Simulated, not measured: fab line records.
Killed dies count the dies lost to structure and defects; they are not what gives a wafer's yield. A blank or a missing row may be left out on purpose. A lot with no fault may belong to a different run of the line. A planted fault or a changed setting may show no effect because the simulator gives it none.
Which tool is to blame? ; flow n5_finfet ; Sampling: 24 lots, 72 wafers, 5 of 1938 route steps

WHAT THE GAUGES READ, wafer by wafer
N5_BEOL_M7_CD_MEAS_35: target cd 40 nm.
lot;measured;on;cd_nm (nm)
L074;day 10 02:44;cd_sem-03;40.6 40.3 40.2
L076;day 10 16:43;cd_sem-02;39.5 39.2 39.8
L075;day 10 17:44;cd_sem-01;39.8 40.3 39.8
L079;day 11 15:15;cd_sem-02;40.7 40.5 40.6
L077;day 11 15:06;cd_sem-01;40.0 40.3 40.7
L078;day 11 14:38;cd_sem-01;40.2 40.3 39.7
L081;day 11 15:33;cd_sem-01;40.5 40.7 40.2
L080;day 11 19:11;cd_sem-02;39.9 40.5 40.0
L083;day 12 18:35;cd_sem-02;40.2 40.3 40.2
L082;day 13 02:14;cd_sem-01;40.4 39.1 40.0
L084;day 13 06:44;cd_sem-01;40.2 40.0 40.2
L085;day 13 13:32;cd_sem-01;40.6 40.3 39.9
L086;day 13 13:20;cd_sem-03;40.5 39.4 39.0
L087;day 13 20:26;cd_sem-01;40.0 39.7 40.5
L089;day 13 20:02;cd_sem-01;39.7 39.9 40.3
L088;day 14 11:13;cd_sem-03;39.3 39.1 39.3
L090;day 14 14:25;cd_sem-01;39.8 39.7 40.7
L091;day 14 14:23;cd_sem-03;39.8 40.3 40.5
L092;day 14 19:53;cd_sem-03;39.6 40.0 39.8
L093;day 14 21:10;cd_sem-03;39.8 40.6 40.6
L094;day 15 08:17;cd_sem-03;40.6 39.7 39.9
L095;day 16 07:40;cd_sem-02;40.6 40.6 40.2
L096;day 16 10:07;cd_sem-02;39.7 39.6 40.1
L097;day 16 14:13;cd_sem-02;41.2 40.5 40.9

EACH LOT AND THE TOOL THAT RAN IT (in order: tool; ch and the chambers of the sampled wafers; start)
lot;N5_BEOL_M6_ETCH_61;N5_BEOL_M6_HM_OPEN_17;N5_BEOL_M7_CURE_74;N5_BEOL_M7_VIA_ETCH_34
L074;rie_diel-04 ch 1,3, day 9 18:17;rie_metal-01 ch 0, day 9 18:32;uv_cure-03 ch 1, day 9 22:17;rie_diel-02 ch 1,2,3, day 10 02:20
L076;rie_diel-03 ch 0,1,2, day 10 02:56;rie_metal-02 ch 0,1, day 10 03:11;uv_cure-01 ch 2, day 10 10:54;rie_diel-05 ch 1,2, day 10 16:19
L075;rie_diel-01 ch 2,3, day 10 03:48;rie_metal-03 ch 0,1, day 10 04:02;uv_cure-02 ch 1, day 10 11:15;rie_diel-05 ch 0,1,3, day 10 17:19
L079;rie_diel-01 ch 2,3, day 11 01:28;rie_metal-03 ch 0,1, day 11 01:44;uv_cure-02 ch 2, day 11 08:13;rie_diel-05 ch 2,3, day 11 14:50
L077;rie_diel-03 ch 2,3, day 11 01:35;rie_metal-03 ch 0,1, day 11 01:49;uv_cure-01 ch 1, day 11 08:10;rie_diel-02 ch 0,3, day 11 14:42
L078;rie_diel-03 ch 1,2,3, day 11 04:59;rie_metal-01 ch 0,1, day 11 05:14;uv_cure-02 ch 1, day 11 10:40;rie_diel-06 ch 1,3, day 11 14:14
L081;rie_diel-03 ch 2,3, day 11 05:17;rie_metal-03 ch 0,1, day 11 05:32;uv_cure-01 ch 0, day 11 10:23;rie_diel-06 ch 1,3, day 11 15:08
L080;rie_diel-03 ch 0,2, day 11 10:43;rie_metal-02 ch 0,1, day 11 10:58;uv_cure-01 ch 1, day 11 15:53;rie_diel-05 ch 1,2,3, day 11 18:47
L083;rie_diel-01 ch 1,3, day 12 01:44;rie_metal-02 ch 0,1, day 12 01:59;uv_cure-03 ch 2, day 12 07:20;rie_diel-05 ch 0,1, day 12 18:11
L082;rie_diel-01 ch 0,1, day 12 11:08;rie_metal-02 ch 0,1, day 12 11:23;uv_cure-01 ch 0, day 12 20:43;rie_diel-02 ch 2,3, day 13 01:50
L084;rie_diel-03 ch 1,2,3, day 12 16:07;rie_metal-02 ch 0,1, day 12 16:22;uv_cure-01 ch 1, day 12 22:48;rie_diel-05 ch 1,2,3, day 13 06:19
L085;rie_diel-03 ch 0,2, day 13 02:54;rie_metal-01 ch 0,1, day 13 03:11;uv_cure-02 ch 1, day 13 08:26;rie_diel-02 ch 1,3, day 13 13:08
L086;rie_diel-01 ch 1,2,3, day 13 03:04;rie_metal-01 ch 0,1, day 13 03:19;uv_cure-02 ch 1, day 13 09:45;rie_diel-05 ch 1,2,3, day 13 12:56
L087;rie_diel-03 ch 0,1, day 13 06:58;rie_metal-03 ch 0,1, day 13 07:15;uv_cure-02 ch 2, day 13 13:59;rie_diel-02 ch 0,2,3, day 13 20:02
L089;rie_diel-04 ch 2,3, day 13 07:10;rie_metal-01 ch 0,1, day 13 07:27;uv_cure-03 ch 1, day 13 14:09;rie_diel-02 ch 0,2, day 13 19:38
L088;rie_diel-04 ch 0,2,3, day 13 23:13;rie_metal-03 ch 0,1, day 13 23:27;uv_cure-01 ch 0, day 14 06:33;rie_diel-02 ch 0,1,3, day 14 10:48
L090;rie_diel-01 ch 1,2, day 14 03:03;rie_metal-03 ch 0,1, day 14 03:17;uv_cure-03 ch 0, day 14 08:14;rie_diel-05 ch 1,2, day 14 14:01
L091;rie_diel-03 ch 0,1,3, day 14 03:22;rie_metal-02 ch 0,1, day 14 03:37;uv_cure-02 ch 0, day 14 08:44;rie_diel-02 ch 0,1,2, day 14 13:58
L092;rie_diel-01 ch 1,2,3, day 14 10:46;rie_metal-03 ch 0,1, day 14 11:01;uv_cure-02 ch 0, day 14 15:58;rie_diel-02 ch 0,3, day 14 19:28
L093;rie_diel-03 ch 0,3, day 14 11:11;rie_metal-03 ch 0,1, day 14 11:26;uv_cure-03 ch 0, day 14 16:39;rie_diel-02 ch 0,2,3, day 14 20:46
L094;rie_diel-01 ch 0,1,2, day 14 21:55;rie_metal-01 ch 0,1, day 14 22:10;uv_cure-03 ch 1, day 15 04:22;rie_diel-06 ch 0,3, day 15 07:53
L095;rie_diel-04 ch 2,3, day 15 21:38;rie_metal-02 ch 0,1, day 15 21:53;uv_cure-03 ch 0, day 16 03:19;rie_diel-05 ch 2,3, day 16 07:16
L096;rie_diel-03 ch 0,1,3, day 16 00:52;rie_metal-01 ch 0,1, day 16 01:07;uv_cure-01 ch 1, day 16 05:32;rie_diel-02 ch 0,1, day 16 09:43
L097;rie_diel-01 ch 0,1,3, day 16 04:57;rie_metal-03 ch 0,1, day 16 05:12;uv_cure-02 ch 1, day 16 09:46;rie_diel-02 ch 0,1, day 16 13:49
- N5_BEOL_M6_ETCH_61: etches SiARC in CF4, target depth 45.5 nm, time 75.8 s.
- N5_BEOL_M6_HM_OPEN_17: chemistry Cl2/BCl3, target TiN, target depth 20 nm, overetch 6 nm.
- N5_BEOL_M7_CURE_74: cures SiCOH lowk, time 240 s.
- N5_BEOL_M7_VIA_ETCH_34: etches SiCOH lowk in C4F6/O2, target depth 125.5 nm, time 50.5 s.

AS READ BY THE TOOLS THEMSELVES (means over the sampled wafers that have a number; for cases with no such wafer, the mark the record gives instead)
N5_BEOL_M6_ETCH_61.
lot;tool;drypump_motor_current_A (A);etch_rf_on_time_s (s);oes_product_au (a.u.);rf_vpp_V (V);showerhead_plenum_p_Torr (Torr);throttle_valve_pct (%)
L074;rie_diel-04;5.4;75.1;0.77;186.1;2.27;15.33
L076;rie_diel-03;5.8;75.0;0.72;184.4;2.13;15.54
L075;rie_diel-01;5.7;74.6;0.76;184.9;2.21;15.48
L079;rie_diel-01;6.0;74.6;0.74;184.0;2.16;15.55
L077;rie_diel-03;5.0;75.7;0.61;184.8;2.15;15.90
L078;rie_diel-03;5.5;75.9;0.64;184.8;2.16;15.77
L081;rie_diel-03;5.0;75.6;0.60;184.1;2.15;15.91
L080;rie_diel-03;5.4;76.2;0.66;182.6;2.06;15.64
L083;rie_diel-01;5.9;75.1;0.72;184.2;2.15;15.59
L082;rie_diel-01;5.3;75.3;0.70;185.3;2.22;15.56
L084;rie_diel-03;5.6;75.1;0.63;184.0;2.16;15.80
L085;rie_diel-03;5.4;75.8;0.65;183.1;2.05;15.67
L086;rie_diel-01;5.6;75.2;0.72;184.7;2.20;15.56
L087;rie_diel-03;5.8;74.9;0.75;184.4;2.14;15.40
L089;rie_diel-04;6.1;74.0;0.70;184.2;2.18;15.50
L088;rie_diel-04;5.8;75.2;0.70;184.1;2.16;15.53
L090;rie_diel-01;5.2;75.5;0.71;185.5;2.26;15.56
L091;rie_diel-03;5.6;76.0;0.68;183.8;2.17;15.63
L092;rie_diel-01;5.6;75.8;0.70;184.3;2.20;15.58
L093;rie_diel-03;5.3;75.3;0.70;184.8;2.12;15.56
L094;rie_diel-01;5.4;76.4;0.68;184.8;2.22;15.56
L095;rie_diel-04;6.1;75.7;0.67;184.5;2.18;15.55
L096;rie_diel-03;5.6;75.4;0.75;183.5;2.17;15.49
L097;rie_diel-01;5.7;75.0;0.67;184.1;2.16;15.64

N5_BEOL_M6_HM_OPEN_17.
lot;tool;drypump_motor_current_A (A);mfc_cl2_sccm (sccm);oes_product_au (a.u.);throttle_valve_pct (%)
L074;rie_metal-01;5.5;53.17;0.76;22.11
L076;rie_metal-02;5.9;53.26;0.68;22.03
L075;rie_metal-03;5.2;53.16;0.67;22.26
L079;rie_metal-03;5.2;53.22;0.66;22.27
L077;rie_metal-03;5.3;53.18;0.66;22.28
L078;rie_metal-01;5.8;53.14;0.76;22.04
L081;rie_metal-03;5.2;53.52;0.66;22.26
L080;rie_metal-02;5.7;53.18;0.62;22.07
L083;rie_metal-02;5.6;53.11;0.62;22.06
L082;rie_metal-02;5.7;53.26;0.62;22.07
L084;rie_metal-02;5.7;53.42;0.62;22.08
L085;rie_metal-01;5.8;53.23;0.75;22.04
L086;rie_metal-01;5.7;53.31;0.75;22.05
L087;rie_metal-03;5.5;53.28;0.64;22.17
L089;rie_metal-01;5.8;53.21;0.75;22.05
L088;rie_metal-03;5.5;53.19;0.64;22.17
L090;rie_metal-03;5.2;53.31;0.64;22.28
L091;rie_metal-02;5.7;53.28;0.62;22.08
L092;rie_metal-03;5.2;53.13;0.65;22.27
L093;rie_metal-03;5.5;53.41;0.65;22.17
L094;rie_metal-01;5.8;53.29;0.73;22.05
L095;rie_metal-02;5.7;53.26;0.60;22.08
L096;rie_metal-01;5.8;53.13;0.72;22.06
L097;rie_metal-03;5.2;53.26;0.63;22.30

N5_BEOL_M7_CURE_74.
lot;tool;lamp_power_pct (%);wafer_temp_C_max
L074;uv_cure-03;52.32;386.8
L076;uv_cure-01;52.31;387.5
L075;uv_cure-02;52.30;386.5
L079;uv_cure-02;52.35;386.9
L077;uv_cure-01;52.35;386.2
L078;uv_cure-02;52.31;386.5
L081;uv_cure-01;52.35;386.7
L080;uv_cure-01;52.32;386.3
L083;uv_cure-03;52.27;387.1
L082;uv_cure-01;52.31;386.1
L084;uv_cure-01;52.39;386.1
L085;uv_cure-02;52.29;386.3
L086;uv_cure-02;52.27;386.3
L087;uv_cure-02;52.29;386.9
L089;uv_cure-03;52.30;386.2
L088;uv_cure-01;52.34;386.4
L090;uv_cure-03;52.32;386.3
L091;uv_cure-02;52.35;386.6
L092;uv_cure-02;52.30;386.3
L093;uv_cure-03;52.28;386.2
L094;uv_cure-03;52.29;386.3
L095;uv_cure-03;52.32;386.0
L096;uv_cure-01;52.28;386.5
L097;uv_cure-02;52.34;386.4

N5_BEOL_M7_VIA_ETCH_34.
lot;tool;drypump_motor_current_A (A);oes_product_au (a.u.);rf_vpp_V (V);showerhead_plenum_p_Torr (Torr);throttle_valve_pct (%)
L074;rie_diel-02;5.7;0.83;673;2.89;20.80
L076;rie_diel-05;5.5;0.83;665;2.80;20.68
L075;rie_diel-05;5.6;0.74;666;2.91;20.60
L079;rie_diel-05;5.5;0.82;669;2.84;20.67
L077;rie_diel-02;5.1;0.80;670;2.79;20.55
L078;rie_diel-06;5.6;0.78;667;2.75;20.98
L081;rie_diel-06;5.6;0.78;667;2.75;20.99
L080;rie_diel-05;5.7;0.78;665;2.85;20.63
L083;rie_diel-05;5.7;0.74;661;2.87;20.66
L082;rie_diel-02;5.2;0.80;673;2.79;20.71
L084;rie_diel-05;5.7;0.78;666;2.85;20.64
L085;rie_diel-02;5.3;0.80;668;2.83;20.67
L086;rie_diel-05;5.7;0.77;665;2.85;20.64
L087;rie_diel-02;5.6;0.79;674;2.83;20.74
L089;rie_diel-02;6.0;0.79;678;2.88;20.88
L088;rie_diel-02;5.6;0.79;669;2.87;20.70
L090;rie_diel-05;5.5;0.80;664;2.79;20.74
L091;rie_diel-02;6.1;0.79;673;2.92;20.85
L092;rie_diel-02;5.1;0.78;669;2.78;20.59
L093;rie_diel-02;5.5;0.77;673;2.82;20.75
L094;rie_diel-06;5.9;0.82;660;2.76;20.88
L095;rie_diel-05;5.6;0.75;668;2.88;20.65
L096;rie_diel-02;6.0;0.78;670;2.91;20.72
L097;rie_diel-02;5.9;0.77;669;2.91;20.73

THE ANSWER, worked out from the rows above alone
Rule: usual is defined by the lots themselves. The widest of any qualifying gaps counts: lots, ordered by their means at a reading, are off when they make up no more than a third of the lots, leave a main group of 4 or more, and stand apart from it by 3 or more times the standard deviation of that group's means. If all means in a main group match to the digits the tables above print for the reading, that group is not used. A lot without any number at a reading at which 4 lots or more have one is off too. Where the step has rows for the other lots, those lots are counted as sound. First the gauges in route order, then the tools' own readings, where a lot's mean is used as printed above. At the first step where some lot is off, the reading lying furthest off is the one used; lots without a number count as furthest.
No lot is off at any reading shown: from this, nothing can be told.

WHAT THE SIMULATOR HAD INSERTED
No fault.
